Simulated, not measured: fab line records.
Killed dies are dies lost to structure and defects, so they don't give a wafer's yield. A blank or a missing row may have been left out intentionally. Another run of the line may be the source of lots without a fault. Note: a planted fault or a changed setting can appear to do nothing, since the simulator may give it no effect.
A struck lot beside a sound one -- flow nand harc -- 37 out of 1302 route steps
Sound: wafers L837.2, L837.3, L837.5. Wafers L844.3, L844.4, L844.5 were the ones struck. At the end, the cause is stated.
Per side, at each step with rows, come the tool, then ch with its chambers, and then its first start. Under that, the readings that differ: sound wafers -- struck wafers -- difference of the means -- sigmas: that difference in standard deviations of wafers without a fault.
alike: a reading whose means differ by less than 2 such deviations, as well as words and numbers matching on both sides. not compared: withheld readings; readings where some wafer has no value; bounds like >300 that might hide an equal value; numbers whose values overlap and for which the record gives no deviation.
Wherever a step has rows on one side only, a row that says differs or no value, or a row with sigmas, the two part there. Numbers that have no deviation but don't overlap get no sigmas and don't part them. Lack of a reading on every wafer of one side parts them only where that side has two or more wafers.

first, 10 steps without rows for these wafers: NHARC_A_CONTACT_DESCUM_74 (chemistry O2, time 3 s); NHARC_A_CONTACT_ETCH_75 (etches the open film in CF4, target depth 39 nm, time 65 s); NHARC_A_CONTACT_ETCH_76 (etches the open film in N2/H2, target depth 260 nm, time 475.3 s); NHARC_A_CONTACT_ETCH_77 (etches the open film in CF4/CHF3, target depth 108.9 nm, time 54.5 s); NHARC_A_CONTACT_ETCH_78 (etches the open film in O2/COS, target depth 5300 nm, time 1378 s); NHARC_A_CONTACT_ETCH_124 (etches the open film in C4F8/O2/Ar, time 140 s, target depth 700 nm); NHARC_A_CONTACT_ETCH_125 (etches the open film in C4F8/O2/Ar, time 197 s, target depth 1918 nm); NHARC_A_CONTACT_ETCH_126 (etches the open film in C4F8/O2/Ar, time 197 s, target depth 1918 nm); NHARC_A_CONTACT_ETCH_127 (etches the open film in C4F8/O2/Ar, time 197 s, target depth 1918 nm); NHARC_A_CONTACT_ETCH_128 (etches the open film in C4F8/O2/Ar, time 197 s, target depth 1918 nm).
NHARC_A_CONTACT_ETCH_129: etches the open film in C4F8/O2/Ar, time 197 s, target depth 1918 nm.
  sound on har cap etch-01 ch 0,1, day 24 17:49; struck on har cap etch-02 ch 0,1, day 27 08:12
  not compared: rf hours counter h
then, 25 steps without rows for these wafers: NHARC_A_CONTACT_ETCH_130 (etches the open film in C4F8/O2/Ar, time 197 s, target depth 1918 nm); NHARC_A_CONTACT_ETCH_131 (etches the open film in C4F8/O2/Ar, time 197 s, target depth 1918 nm); NHARC_A_CONTACT_ETCH_132 (etches the open film in C4F8/O2/Ar, time 197 s, target depth 1924 nm); NHARC_A_CONTACT_ETCH_133 (etches the open film in C4F8/O2/Ar, time 374 s, target depth 1610 nm); NHARC_A_CONTACT_ETCH_91 (etches the open film in CH3F/O2, target depth 40 nm, time 85.7 s); NHARC_A_CONTACT_ETCH_97 (etches the open film in C4F6/O2, target depth 20 nm, time 10 s); NHARC_A_CONTACT_STRIP_103 (strips in N2/H2); NHARC_A_CONTACT_STRIP_104 (strips in CF4/CHF3); NHARC_A_CONTACT_STRIP_105 (strips in O2/COS); NHARC_A_CONTACT_ETCH_106 (etches the open film in CF4/O2, target depth 90 nm, overetch 9 nm, time 49.5 s); NHARC_A_CONTACT_STRIP_82 (strips in O2); NHARC_A_CONTACT_STRIP_83 (strips in post etch residue remover, time 600 s); NHARC_A_CONTACT_DEP_84 (deposits aC, target thk 2800 nm); NHARC_A_CONTACT_DEP_85 (deposits SiON, target thk 60 nm); NHARC_A_CONTACT_DEHYDRATE_00 (time 120 s); NHARC_A_CONTACT_HMDS_01 (time 30 s); NHARC_A_CONTACT_COAT_86 (time 75 s); NHARC_A_CONTACT_COAT_87 (time 65 s); NHARC_A_CONTACT_COAT_02 (resist thk 90 nm); NHARC_A_CONTACT_SOFTBAKE_03 (time 55 s); NHARC_A_CONTACT_EBR_04; NHARC_A_CONTACT_EXPOSE_05 (exposes mask A CC); NHARC_A_CONTACT_PEB_06 (peb time 65 s); NHARC_A_CONTACT_DEVELOP_07 (develop time 35 s); NHARC_A_CONTACT_DESCUM_13 (chemistry O2, time 3 s).
-- jump in the record: it breaks off in module A_CONTACT and resumes in module END (first step shown: number 1302 of the route), and 3 days separate the struck wafers' starts before and after --
NHARC_END_SORT_01:
  only the struck wafers appear in the record here, on prober-01 ch 0 at day 30 03:56; the sound ones have no rows

## WHERE THEY PART
At NHARC_END_SORT_01 and nowhere else, as far as this record goes.

WHY: what the simulator had put in
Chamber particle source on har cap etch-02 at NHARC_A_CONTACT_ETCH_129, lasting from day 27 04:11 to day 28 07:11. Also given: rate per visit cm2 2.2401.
